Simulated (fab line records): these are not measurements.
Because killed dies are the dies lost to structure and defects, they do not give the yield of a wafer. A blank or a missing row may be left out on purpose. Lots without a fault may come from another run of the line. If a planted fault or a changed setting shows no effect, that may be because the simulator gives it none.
Matching of chambers -- flow nand-harc -- 4 sister chambers for NHARC_A_STAIRCASE_DESCUM_219 on rie-diel-03
The step chemistry O2, time 3 s. 8 wafers are shown with their chamber, then 8 later ones without.

WAFERS PAIRED WITH THEIR CHAMBERS
wafer,chamber,drypump-motor-current-A (A),showerhead-plenum-p-Torr (Torr)
L080.6,1,6.0,1.84
L085.1,1,6.0,1.83
L085.3,3,5.3,1.87
L085.6,3,5.3,1.87
L085.2,2,5.6,1.81
L085.4,0,6.5,1.79
L085.5,0,6.5,1.79
L091.1,2,5.5,1.80

WAFERS WHOSE CHAMBER IS MISSING
wafer,drypump-motor-current-A (A),showerhead-plenum-p-Torr (Torr)
L091.2,5.3,1.87
L091.5,6.0,1.83
L094.1,5.5,1.80
L094.3,5.2,1.86
L094.6,6.5,1.78
L096.2,6.5,1.78
L096.4,5.5,1.80
L096.5,5.5,1.80

THE CHAMBER EACH PASSED THROUGH
wafer,from the rows above,in truth
L091.2,3,3
L091.5,1,1
L094.1,2,2
L094.3,3,3
L094.6,0,0
L096.2,0,0
L096.4,2,2
L096.5,2,2
8 of 8 placed correctly. Number that these rows cannot place: 0. 0 placed wrongly.
How it was worked out, from the rows above alone: a wafer's distance from a chamber is the root of the sum, over the readings, of the square of ((its reading less the chamber's mean) divided by the reading's scatter). If the next closest chamber is less than 2 further off than the closest, the wafer can't be placed; otherwise it belongs to the closest. A chamber's mean is the mean of its shown wafers. The scatter is the square root of a quotient: the sum, over the shown wafers, of each reading's squared deviation from its chamber's mean, divided by wafers minus chambers.
